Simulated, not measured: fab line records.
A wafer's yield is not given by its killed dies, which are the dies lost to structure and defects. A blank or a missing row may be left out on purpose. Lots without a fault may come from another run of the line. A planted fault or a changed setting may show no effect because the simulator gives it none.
Split-lot experiment	flow n5-finfet	39 wafers read from 7 lots, route of 1938 steps

THE SPLIT ITSELF
At N5_BEOL_M6_TRENCH_ETCH_37 (etches SiCOH lowk in C4F6/O2, target depth 94.435 nm, time 31.5 s), the setting target-depth-a was moved away from the recipe's 944.35 angstrom on 18 of the 39 wafers read, by -45.3% to +33.7%. For the rest of the wafers, this setting stayed at what the recipe calls for.

FROM THE SPLIT TO THE READING: what the file shows between them, 11 steps
- N5_BEOL_M6_ETCH_41: etches SiCN in CH3F/O2, target depth 29.7 nm, time 52 s
- N5_BEOL_M6_STRIP_80: strips in N2/H2, time 10 s
- N5_BEOL_M6_OCD_MEAS_38
- N5_BEOL_M6_HM_STRIP_39: strips TiN in peroxide tin strip, target depth 25 nm, time 158 s
- N5_BEOL_M6_SRD_40: time 30 s
- N5_BEOL_M6_ECD_50: material Cu, target thk 300 nm
- N5_BEOL_M6_ANNEAL_51: time 90 s
- N5_BEOL_M6_CMP_52: polishes, stops on SiCOH lowk, t overpolish 6.9 s, target thk 80 nm
- N5_BEOL_M6_THK_MEAS_53: measures by xrf
- N5_BEOL_M6_PRE_CLEAN_55: time 15 s
- N5_BEOL_M6_DEP_56: deposits SiCN from 3MS/NH3, target thk 10 nm, time 17.5 s

THE READING
M6_RS in ohm/sq, measured at N5_BEOL_M6_RS_MEAS_57 by four-point-probe. Typical for fault-free wafers on this fab line: 0.288 ohm/sq, with standard deviation 0.0089 ohm/sq.

wafer	tool, chamber at the split	target-depth-a as run, angstrom	against the recipe	M6_RS, ohm/sq	against lot-mates on the recipe
L076.1	rie-diel-04, 0	944.35	recipe	0.302	-
L076.2	rie-diel-04, 1	516.7	-45.3%	0.684	+0.394
L076.3	rie-diel-04, 2	944.35	recipe	0.291	-
L076.4	rie-diel-04, 3	944.35	recipe	0.277	-
L076.5	rie-diel-04, 0	516.7	-45.3%	0.741	+0.451
L076.6	rie-diel-04, 3	516.7	-45.3%	0.723	+0.433
L077.1	rie-diel-04, 2	944.35	recipe	0.294	-
L077.2	rie-diel-04, 3	1263	+33.7%	0.188	-0.112
L077.3	rie-diel-04, 1	1263	+33.7%	0.195	-0.105
L077.4	rie-diel-04, 0	944.35	recipe	0.296	-
L077.5	rie-diel-04, 0	944.35	recipe	0.309	-
L077.6	rie-diel-04, 3	1263	+33.7%	0.188	-0.112
L079.1	rie-diel-04, 2	944.35	recipe	0.290	-
L079.2	rie-diel-04, 0	536.3	-43.2%	0.751	+0.472
L079.3	rie-diel-04, 3	944.35	recipe	0.274	-
L079.4	rie-diel-04, 1	536.3	-43.2%	0.663	+0.384
L079.5	rie-diel-04, 1	944.35	recipe	0.274	-
L079.6	rie-diel-04, 2	536.3	-43.2%	0.709	+0.430
L080.1	rie-diel-05, 2	734.3	-22.2%	0.407	+0.121
L080.2	rie-diel-05, 0	944.35	recipe	0.277	-
L080.3	rie-diel-05, 1	944.35	recipe	0.292	-
L080.4	rie-diel-05, 3	944.35	recipe	0.288	-
L080.5	rie-diel-05, 0	734.3	-22.2%	0.400	+0.114
L080.6	rie-diel-05, 3	734.3	-22.2%	0.416	+0.130
L083.1	rie-diel-04, 3	592.2	-37.3%	0.574	+0.290
L083.2	rie-diel-04, 2	944.35	recipe	0.299	-
L083.3	rie-diel-04, 1	944.35	recipe	0.275	-
L083.4	rie-diel-04, 0	944.35	recipe	0.278	-
L083.5	rie-diel-04, 1	592.2	-37.3%	0.599	+0.315
L083.6	rie-diel-04, 2	592.2	-37.3%	0.614	+0.330
L087.1	rie-diel-06, 3	640	-32.2%	0.472	+0.194
L087.2	rie-diel-06, 1	640	-32.2%	0.496	+0.218
L087.3	rie-diel-06, 2	640	-32.2%	0.492	+0.214
L087.4	rie-diel-06, 0	944.35	recipe	0.276	-
L087.5	rie-diel-06, 2	944.35	recipe	0.282	-
L087.6	rie-diel-06, 3	944.35	recipe	0.275	-
L091.1	rie-diel-05, 1	944.35	recipe	0.302	-
L091.2	rie-diel-05, 2	944.35	recipe	0.291	-
L091.4	rie-diel-05, 1	944.35	recipe	0.303	-

THE FIT
A straight line over all 39 wafers: M6_RS changes by -0.00724 ohm/sq for each +1% of target-depth-a; r = -0.94; the points scatter about the line by 0.059 ohm/sq.
The same after taking each lot's own level away (the mean of its wafers on the recipe; 39 wafers): -0.00741 ohm/sq for each +1%; r = -0.95; scatter 0.056 ohm/sq.
That fit puts the effect of the largest move of target-depth-a on the reading at 0.34 ohm/sq.
Across the lots, their own levels run from 0.2777 to 0.2997 ohm/sq, a range of 2.5 times the standard deviation given above.
The two slopes are in agreement: the lot-to-lot level therefore moves the slope only a little.
Check: for one of the wafers moved furthest among these (-45.3%), held out of the fit, the line's prediction against its lot-mates is +0.356 ohm/sq. It came out at +0.394 ohm/sq against them.

THE WHOLE CHAIN: every reading that the file lists as answering this split, in the file's order
step	what it does	reading	change (the file's fit)	r (the file's)
N5_BEOL_M6_TRENCH_ETCH_37	etches SiCOH lowk in C4F6/O2, target depth 94.435 nm, time 31.5 s	etch.depth-nm (the simulator's own value, which no gauge read)	+0.976 nm for each +1% of the setting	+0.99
N5_BEOL_M6_TRENCH_ETCH_37	etches SiCOH lowk in C4F6/O2, target depth 94.435 nm, time 31.5 s	BEOL_M6.feature-depth-nm (the simulator's own value, which no gauge read)	+0.975 nm for each +1% of the setting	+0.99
N5_BEOL_M6_TRENCH_ETCH_37	etches SiCOH lowk in C4F6/O2, target depth 94.435 nm, time 31.5 s	TiN_of_BEOL_M6_HM_DEP_02.thk-nm (the simulator's own value, which no gauge read)	-0.0304 nm for each +1% of the setting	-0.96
N5_BEOL_M6_OCD_MEAS_38		trench-depth-nm	+0.977 nm for each +1% of the setting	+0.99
N5_BEOL_M6_CMP_52	polishes, stops on SiCOH lowk, t overpolish 6.9 s, target thk 80 nm	Cu_of_BEOL_M6_ECD_50.thk-nm (the simulator's own value, which no gauge read)	+0.975 nm for each +1% of the setting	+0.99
N5_BEOL_M6_THK_MEAS_53	measures by xrf	M6_THK	+0.965 for each +1% of the setting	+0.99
N5_BEOL_M6_RS_MEAS_57	measures by four-point-probe	M6_RS	-0.00784 for each +1% of the setting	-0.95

FILE'S OWN FIT
M6_RS changes by -0.00784 ohm/sq for each +1% of target-depth-a, r = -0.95.
